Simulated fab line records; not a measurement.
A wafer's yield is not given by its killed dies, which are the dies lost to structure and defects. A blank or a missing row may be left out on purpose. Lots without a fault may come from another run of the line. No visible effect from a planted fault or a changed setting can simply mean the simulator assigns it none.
fab line records ; flow n5-finfet
record: lots: 10; wafers: 30; last-day: 17
route steps=1938 shown BEOL_M4@1099 BEOL_M5@1115
lots with no fault: from the same line, run without faults
start-h: hours from the record's opening day to when the first of the lot's shown wafers began ; wait-h: hours from the lot's prior step to this one ; " identical to the entry in the row above ; L1.1+2: a single row standing in for several wafers ; - no value, or no start given ; * or withheld: withheld ; < > ~ a bound
route shown NAME@n: a module of which the file shows steps, and the number in the route of the first ; usual: mean and standard deviation over wafers with no fault ; same: alike in all rows ; chamber/n: place in a boat ; sites: the reading at each site ; _std_site: their standard deviation ; _edge_site: outer sites' mean less inner sites' ; radius-mm: how far each site lies from the wafer's centre ; mask NAME#n: copy n ; behind: the last tool/chamber to shape the wafer ; hold: cause of the lot's hold/its duration in hours/its outcome ; device: the transistor (n, p or np) that didn't switch ; end of line: at the end of the route, the tests of the same wafers ; step lacking rows: just its recipe ; killed: count of dies lost to structure and defects at first sort (not the wafer's yield) ; map: per-die view of a wafer (x killed, . not killed, _ where there is no die)
set.NAME: the setting as run; set.NAME@STEP: as run at that earlier step ; model.NAME: the simulator's own value behind a step, which no gauge read
route steps across a sampled set of lots; one table per step, one row per wafer
services: from which hour (start-h, from the record's first day; less than 0 if before it) a tool's chamber was out of use, for how many hours, and why
== steps ==
step: N5_BEOL_M4_ANNEAL_95
recipe: temp-c: 400; time-s: 240; ambient: vacuum
usual: heater-power-w: 835/67; susceptor-temp-C: 399.98/0.23
lot.wafer;tool;chamber;start-h;wait-h;heater-power-w;susceptor-temp-C
L226.2;pvd-sputter-02;-;177.87;0.0;815;400.05
L226.5;pvd-sputter-02;-;177.87;0.0;839;399.84
L226.6;pvd-sputter-02;-;177.87;0.0;770;399.93
L228.1;pvd-sputter-03;-;189.18;0.0;777;399.83
L228.2;pvd-sputter-03;-;189.18;0.0;800;399.90
L228.4;pvd-sputter-03;-;189.18;0.0;805;400.02
L229.1;pvd-sputter-02;-;202.07;0.0;824;399.82
L229.3;pvd-sputter-02;-;202.07;0.0;778;399.69
L229.4;pvd-sputter-02;-;202.07;0.0;933;399.61
L232.1;pvd-sputter-02;-;214.58;0.0;812;400.03
L232.5;pvd-sputter-02;-;214.58;0.0;802;399.92
L232.6;pvd-sputter-02;-;214.58;0.0;911;400.02
L233.3;pvd-sputter-01;-;225.62;0.0;897;399.96
L233.4;pvd-sputter-01;-;225.62;0.0;743;399.77
L233.5;pvd-sputter-01;-;225.62;0.0;776;400.48
L234.1;pvd-sputter-01;-;234.86;0.0;788;400.18
L234.4;pvd-sputter-01;-;234.86;0.0;988;400.25
L234.5;pvd-sputter-01;-;234.86;0.0;770;400.04
L237.2;pvd-sputter-03;-;243.58;0.0;882;399.86
L237.3;pvd-sputter-03;-;243.58;0.0;796;399.79
L237.5;pvd-sputter-03;-;243.58;0.0;787;399.70
L240.1;pvd-sputter-02;-;272.86;0.0;831;399.78
L240.3;pvd-sputter-02;-;272.86;0.0;842;399.70
L240.4;pvd-sputter-02;-;272.86;0.0;940;399.85
L245.2;pvd-sputter-02;-;297.27;0.0;851;400.05
L245.3;pvd-sputter-02;-;297.27;0.0;913;400.26
L245.4;pvd-sputter-02;-;297.27;0.0;815;400.09
L243.1;pvd-sputter-02;-;299.35;0.0;832;399.77
L243.4;pvd-sputter-02;-;299.35;0.0;829;400.00
L243.6;pvd-sputter-02;-;299.35;0.0;930;400.40
step: N5_BEOL_M4_INSPECT_59
recipe: inspect-instrument: darkfield; mode: post-dep
usual: raw-defect-count: 79/23
lot.wafer;tool;chamber;start-h;wait-h;raw-defect-count
L226.2;defect-inspect-02;-;179.08;0.0;107
L226.5;defect-inspect-02;-;179.08;0.0;71
L226.6;defect-inspect-02;-;179.08;0.0;70
L228.1;defect-inspect-02;-;190.42;0.0;142
L228.2;defect-inspect-02;-;190.42;0.0;105
L228.4;defect-inspect-02;-;190.42;0.0;137
L229.1;defect-inspect-01;-;203.32;0.0;67
L229.3;defect-inspect-01;-;203.32;0.0;61
L229.4;defect-inspect-01;-;203.32;0.0;49
L232.1;defect-inspect-02;-;216.23;0.0;91
L232.5;defect-inspect-02;-;216.23;0.0;109
L232.6;defect-inspect-02;-;216.23;0.0;82
L233.3;defect-inspect-01;-;226.83;0.0;57
L233.4;defect-inspect-01;-;226.83;0.0;71
L233.5;defect-inspect-01;-;226.83;0.0;114
L234.1;defect-inspect-02;-;236.10;0.0;65
L234.4;defect-inspect-02;-;236.10;0.0;68
L234.5;defect-inspect-02;-;236.10;0.0;59
L237.2;defect-inspect-01;-;244.94;0.0;82
L237.3;defect-inspect-01;-;244.94;0.0;76
L237.5;defect-inspect-01;-;244.94;0.0;91
L240.1;defect-inspect-02;-;274.12;0.0;63
L240.3;defect-inspect-02;-;274.12;0.0;52
L240.4;defect-inspect-02;-;274.12;0.0;81
L245.2;defect-inspect-01;-;298.49;0.0;58
L245.3;defect-inspect-01;-;298.49;0.0;72
L245.4;defect-inspect-01;-;298.49;0.0;85
L243.1;defect-inspect-02;-;300.76;0.0;99
L243.4;defect-inspect-02;-;300.76;0.0;124
L243.6;defect-inspect-02;-;300.76;0.0;83
step: N5_BEOL_M5_PECVD_70
recipe: material: SiO2; target-thk-a: 160; temp-c: 400; precursor: TEOS/O2; pressure-torr: 5.5; rf-w: 450; teos-flow-sccm: 53.8; gas: O2; flow-sccm: 3000; time-s: 18
usual: heater-power-w: 691/85; showerhead-plenum-p-Torr: 8.78/0.077; susceptor-temp-C: 400.03/0.22; throttle-valve-pct: 21.9/1.1
lot.wafer;tool;chamber;start-h;wait-h;heater-power-w;showerhead-plenum-p-Torr;susceptor-temp-C;throttle-valve-pct
L226.2;pecvd-02;2;181.09;0.0;750;8.96;399.85;22.9
L226.5;pecvd-02;1;181.09;0.0;748;8.82;400.10;23.4
L226.6;pecvd-02;0;181.09;0.0;707;8.82;399.95;21.4
L228.1;pecvd-04;2;192.03;0.0;859;8.77;400.03;20.4
L228.2;pecvd-04;1;192.03;0.0;524;8.77;399.63;22.1
L228.4;pecvd-04;0;192.03;0.0;688;8.82;400.05;22.5
L229.1;pecvd-02;0;204.91;0.0;767;8.82;400.23;21.7
L229.3;pecvd-02;2;204.91;0.0;623;8.96;399.76;22.4
L229.4;pecvd-02;0;204.91;0.0;796;8.81;399.72;21.8
L232.1;pecvd-04;1;217.83;0.0;500;8.80;400.06;22.3
L232.5;pecvd-04;1;217.83;0.0;512;8.78;400.16;21.9
L232.6;pecvd-04;0;217.83;0.0;676;8.85;400.29;22.7
L233.3;pecvd-02;1;228.44;0.1;763;8.81;400.28;23.5
L233.4;pecvd-02;0;228.44;0.1;809;8.82;399.89;22.0
L233.5;pecvd-02;0;228.44;0.1;807;8.82;399.84;21.8
L233.3;pecvd-02;1;228.70;0.2;765;8.85;400.26;23.2
L233.4;pecvd-02;0;228.70;0.2;813;8.80;400.00;21.5
L233.5;pecvd-02;0;228.70;0.2;797;8.84;400.24;21.7
L234.1;pecvd-01;1;237.70;0.0;690;8.74;399.50;22.5
L234.4;pecvd-01;2;237.70;0.0;652;8.78;400.15;20.0
L234.5;pecvd-01;0;237.70;0.0;696;8.64;399.97;22.9
L234.1;pecvd-01;1;237.94;0.2;674;8.70;399.70;22.5
L234.4;pecvd-01;2;237.94;0.2;633;8.77;400.00;20.0
L234.5;pecvd-01;0;237.94;0.2;687;8.64;400.06;22.5
L237.2;pecvd-01;2;246.97;0.0;673;8.77;400.01;19.9
L237.3;pecvd-01;0;246.97;0.0;723;8.63;399.76;22.4
L237.5;pecvd-01;0;246.97;0.0;730;8.65;399.93;22.6
L240.1;pecvd-01;0;275.72;0.0;663;8.63;400.29;22.6
L240.3;pecvd-01;1;275.72;0.0;628;8.71;399.98;22.3
L240.4;pecvd-01;2;275.72;0.0;672;8.76;400.15;20.2
L240.1;pecvd-01;0;275.95;0.2;660;8.63;400.24;22.7
L240.3;pecvd-01;1;275.95;0.2;640;8.77;399.77;22.3
L240.4;pecvd-01;2;275.95;0.2;685;8.77;399.97;20.2
L245.2;pecvd-02;0;300.09;0.0;693;8.83;399.99;21.6
L245.3;pecvd-02;1;300.09;0.0;748;8.82;399.82;23.3
L245.4;pecvd-02;0;300.09;0.0;676;8.81;399.87;22.0
L243.1;pecvd-02;1;302.36;0.0;750;8.83;400.02;23.4
L243.4;pecvd-02;1;302.36;0.0;745;8.84;399.98;23.4
L243.6;pecvd-02;0;302.36;0.0;681;8.80;400.24;21.6
step: N5_BEOL_M5_HM_DEP_02
recipe: material: TiN; target-thk-a: 200; temp-c: 25; chamber-pressure-pa: 0.49996
usual: susceptor-temp-C: 24.99/0.099; throttle-valve-pct: 29.8/0.99
lot.wafer;tool;chamber;start-h;wait-h;susceptor-temp-C;throttle-valve-pct
L226.2;pvd-sputter-02;-;181.25;0.1;24.97;29.3
L226.5;pvd-sputter-02;-;181.25;0.1;24.83;29.4
L226.6;pvd-sputter-02;-;181.25;0.1;24.91;29.1
L228.1;pvd-sputter-03;-;193.14;1.1;24.83;29.7
L228.2;pvd-sputter-03;-;193.14;1.1;25.15;31.9
L228.4;pvd-sputter-03;-;193.14;1.1;25.10;28.7
L229.1;pvd-sputter-03;-;206.00;1.1;24.98;29.5
L229.3;pvd-sputter-03;-;206.00;1.1;24.97;31.9
L229.4;pvd-sputter-03;-;206.00;1.1;25.03;30.8
L232.1;pvd-sputter-01;-;220.02;2.2;24.98;29.7
L232.5;pvd-sputter-01;-;220.02;2.2;25.09;31.2
L232.6;pvd-sputter-01;-;220.02;2.2;24.97;30.4
L233.3;pvd-sputter-03;-;229.37;0.7;25.09;29.7
L233.4;pvd-sputter-03;-;229.37;0.7;25.01;31.6
L233.5;pvd-sputter-03;-;229.37;0.7;24.91;31.7
L234.1;pvd-sputter-02;-;238.41;0.5;24.94;28.8
L234.4;pvd-sputter-02;-;238.41;0.5;25.13;29.2
L234.5;pvd-sputter-02;-;238.41;0.5;25.04;29.4
L237.2;pvd-sputter-01;-;247.03;0.0;24.99;29.5
L237.3;pvd-sputter-01;-;247.03;0.0;24.89;30.2
L237.5;pvd-sputter-01;-;247.03;0.0;25.07;31.4
L240.1;pvd-sputter-02;-;276.10;0.1;25.05;28.8
L240.3;pvd-sputter-02;-;276.10;0.1;24.98;29.3
L240.4;pvd-sputter-02;-;276.10;0.1;25.02;29.3
L245.2;pvd-sputter-01;-;300.29;0.2;25.04;29.9
L245.3;pvd-sputter-01;-;300.29;0.2;24.88;30.4
L245.4;pvd-sputter-01;-;300.29;0.2;25.13;29.5
L243.1;pvd-sputter-01;-;303.31;0.9;25.05;30.1
L243.4;pvd-sputter-01;-;303.31;0.9;24.95;29.5
L243.6;pvd-sputter-01;-;303.31;0.9;24.93;29.3
step: N5_BEOL_M5_CMP_52
recipe: stop-on: SiCOH_lowk; t-overpolish-s: 6.9; down-force-psi: 1; platen-rpm: 50; clearing-platen-down-force-psi: 1.5; clearing-platen-rpm: 50; post-cmp-clean: cu-alkaline; target-thk-nm: 62; clearing-platen-pad-velocity-m-s: 0.99484; pad-velocity-m-s: 0.99484
usual: barrier-field-endpoint-s: 24.6/0.57; motor-current-A: 5.9/0.51; overpolish-run-s: 6.900/0.0096; time-to-endpoint-s: 61.7/2.8
lot.wafer;tool;chamber;start-h;wait-h;barrier-field-endpoint-s;motor-current-A;overpolish-run-s;time-to-endpoint-s
L226.2;cmp-01;2;189.55;0.2;23.5;5.6;6.908;58.0
L226.6;cmp-01;1;189.55;0.2;24.6;6.9;6.929;63.5
L226.5;cmp-01;2;189.55;0.2;24.2;5.4;6.891;59.0
L228.2;cmp-01;3;201.42;0.2;24.7;5.9;6.907;63.8
L228.1;cmp-01;0;201.42;0.2;24.4;6.5;6.897;64.0
L228.4;cmp-01;1;201.42;0.2;24.2;7.4;6.910;65.1
L229.3;cmp-02;3;214.97;0.2;24.7;5.0;6.890;59.0
L229.4;cmp-02;0;214.97;0.2;25.0;5.2;6.888;61.2
L229.1;cmp-02;2;214.97;0.2;24.9;5.8;6.906;60.7
L232.1;cmp-03;2;230.40;0.3;25.1;6.6;6.901;62.9
L232.6;cmp-03;1;230.40;0.3;24.8;6.5;6.884;64.4
L232.5;cmp-03;2;230.40;0.3;25.6;6.3;6.907;65.5
L233.3;cmp-03;3;242.12;0.2;41.2;5.7;0.049;61.8
L233.4;cmp-03;1;242.12;0.2;41.2;6.1;0.050;60.0
L233.5;cmp-03;2;242.12;0.2;41.2;6.1;0.040;62.0
L234.4;cmp-01;1;248.69;0.3;41.2;6.7;0.035;60.1
L234.1;cmp-01;2;248.69;0.3;41.2;5.2;0.039;60.0
L234.5;cmp-01;1;248.69;0.3;41.2;7.0;0.038;58.5
L237.3;cmp-03;3;258.21;0.2;24.2;6.0;6.912;59.1
L237.2;cmp-03;1;258.21;0.2;24.6;6.5;6.915;60.5
L237.5;cmp-03;3;258.21;0.2;24.6;5.4;6.893;61.0
L240.1;cmp-03;0;285.63;0.3;41.2;5.7;0.035;64.5
L240.3;cmp-03;1;285.63;0.3;41.2;6.4;0.032;64.5
L240.4;cmp-03;2;285.63;0.3;41.2;6.3;0.037;63.9
L245.3;cmp-03;0;308.92;0.2;24.3;5.7;6.918;62.7
L245.4;cmp-03;1;308.92;0.2;25.0;6.0;6.913;60.9
L245.2;cmp-03;2;308.92;0.2;25.0;6.5;6.906;64.5
L243.1;cmp-01;0;314.27;0.3;23.8;6.5;6.897;64.0
L243.4;cmp-01;1;314.27;0.3;24.1;7.1;6.899;60.1
L243.6;cmp-01;1;314.27;0.3;24.6;6.8;6.904;60.9
== services ==
tool;chamber;start-h;hours;kind
pecvd-01;0;166.99;2.1;scheduled-down
cmp-02;-;179.48;2.3;repair
pecvd-02;2;191.46;2.1;scheduled-down
pecvd-02;-;206.05;3.1;repair
pecvd-02;2;215.16;-;clean
pecvd-02;2;215.16;-;consumable-replace:showerhead
pecvd-02;2;215.16;29.0;scheduled-down
pecvd-02;2;215.16;29.0;vent-cycle
pecvd-02;-;217.20;2.8;pm
cmp-03;-;219.00;2.2;repair
cmp-01;-;221.34;4.7;pm
pecvd-02;1;235.00;3.7;repair
cmp-02;-;240.06;4.0;pm
cmp-02;-;244.06;-;consumable-replace:conditioner
pecvd-04;1;265.09;6.4;repair
pecvd-04;0;266.24;2.1;scheduled-down
pecvd-02;2;267.67;5.0;scheduled-down
pecvd-01;1;298.30;2.1;scheduled-down
cmp-03;-;299.53;7.0;pm
pecvd-04;0;302.31;12.1;repair
cmp-01;-;303.82;4.0;pm
cmp-01;-;307.82;-;consumable-replace:conditioner
cmp-01;-;307.82;-;consumable-replace:pad
pvd-sputter-01;-;310.44;9.1;repair
== key ==
first-sign: step: N5_BEOL_M5_PECVD_70; reading: visit; direction: added
effect: step: N5_BEOL_M5_CMP_52; reading: overpolish-run-s; direction: down; sigmas: 99+; usual: 6.900; struck: 0.039
met-at N5_BEOL_M5_PECVD_70
struck-lots L233,L234,L240
not-acting-at N5_BEOL_M4_ANNEAL_95,N5_BEOL_M4_INSPECT_59,N5_BEOL_M5_HM_DEP_02
fault: kind: repeated-step-whole; tool: pecvd-01,pecvd-02,pecvd-04; chamber: -; onset-h: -; steps: N5_BEOL_M5_PECVD_70; times: 1; scope: struck-lots-only
